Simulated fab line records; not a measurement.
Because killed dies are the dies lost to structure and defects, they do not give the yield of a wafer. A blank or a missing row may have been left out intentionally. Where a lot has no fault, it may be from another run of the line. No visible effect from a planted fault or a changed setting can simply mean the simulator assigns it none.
Chamber matching + flow n5-finfet + N5_DUMMY_REMOVAL_STRIP_10 on rie-diel-03 has 4 sister chambers
The step strips in N2/H2, time 40 s. 18 wafers are shown with their chamber, then 9 later ones without.

## WAFERS WITH THEIR CHAMBER
| wafer  | chamber | drypump-motor-current-A (A) | showerhead-plenum-p-Torr (Torr) | throttle-valve-pct (%) |
|--------|---------|-----------------------------|---------------------------------|------------------------|
| L075.4 | 2       | 5.3                         | 3.31                            | 12.03                  |
| L075.5 | 0       | 6.0                         | 3.51                            | 12.19                  |
| L075.6 | 3       | 6.5                         | 3.21                            | 12.18                  |
| L076.2 | 0       | 6.0                         | 3.50                            | 12.21                  |
| L076.3 | 2       | 5.3                         | 3.31                            | 12.04                  |
| L076.6 | 2       | 5.3                         | 3.31                            | 12.03                  |
| L077.3 | 3       | 6.5                         | 3.21                            | 12.18                  |
| L077.5 | 2       | 5.3                         | 3.31                            | 12.04                  |
| L077.6 | 0       | 6.0                         | 3.50                            | 12.20                  |
| L078.2 | 0       | 6.0                         | 3.50                            | 12.23                  |
| L078.3 | 3       | 6.4                         | 3.21                            | 12.20                  |
| L078.4 | 2       | 5.3                         | 3.31                            | 12.07                  |
| L082.1 | 2       | 5.3                         | 3.30                            | 12.06                  |
| L082.3 | 1       | 5.0                         | 3.60                            | 11.84                  |
| L082.4 | 3       | 6.5                         | 3.20                            | 12.20                  |
| L083.1 | 3       | 6.4                         | 3.20                            | 12.21                  |
| L083.4 | 2       | 5.3                         | 3.30                            | 12.07                  |
| L083.5 | 1       | 5.0                         | 3.60                            | 11.83                  |

SIGNATURES (means of the wafers above)
| reading                  | chamber 0 | chamber 1 | chamber 2 | chamber 3 | scatter within a chamber |
|--------------------------|-----------|-----------|-----------|-----------|--------------------------|
| drypump-motor-current-A  | 6.000     | 5.000     | 5.300     | 6.460     | 0.0293                   |
| showerhead-plenum-p-Torr | 3.5025    | 3.6000    | 3.3071    | 3.2060    | 0.00491                  |
| throttle-valve-pct       | 12.2075   | 11.8350   | 12.0486   | 12.1940   | 0.0159                   |
Rule: a wafer's distance from a chamber is the root of the sum, over the readings, of the square of ((its reading less the chamber's mean) divided by the reading's scatter). If the next closest chamber is less than 2 further off than the closest, the wafer can't be placed; otherwise it belongs to the closest. The scatter: the root of (the sum of the squares of (reading less its chamber's mean) over the shown wafers, divided by (wafers less chambers)).

## WAFERS WHOSE CHAMBER IS MISSING
| wafer  | drypump-motor-current-A (A) | showerhead-plenum-p-Torr (Torr) | throttle-valve-pct (%) |
|--------|-----------------------------|---------------------------------|------------------------|
| L089.1 | 5.3                         | 3.30                            | 12.09                  |
| L089.2 | 6.0                         | 3.49                            | 12.27                  |
| L089.3 | 5.0                         | 3.60                            | 11.87                  |
| L092.1 | 5.1                         | 3.59                            | 11.89                  |
| L092.2 | 6.5                         | 3.20                            | 12.24                  |
| L092.4 | 6.5                         | 3.20                            | 12.26                  |
| L093.2 | 6.5                         | 3.20                            | 12.25                  |
| L093.3 | 5.3                         | 3.29                            | 12.12                  |
| L093.4 | 5.1                         | 3.59                            | 11.89                  |

## CHAMBER TAKEN BY EACH
| wafer  | from the rows above | in truth |
|--------|---------------------|----------|
| L089.1 | 2                   | 2        |
| L089.2 | 0                   | 0        |
| L089.3 | 1                   | 1        |
| L092.1 | 1                   | 1        |
| L092.2 | 3                   | 3        |
| L092.4 | 3                   | 3        |
| L093.2 | 3                   | 3        |
| L093.3 | 2                   | 2        |
| L093.4 | 1                   | 1        |
Correctly placed: 9 of 9. Can't be placed from these rows: 0. Number placed wrongly: 0.
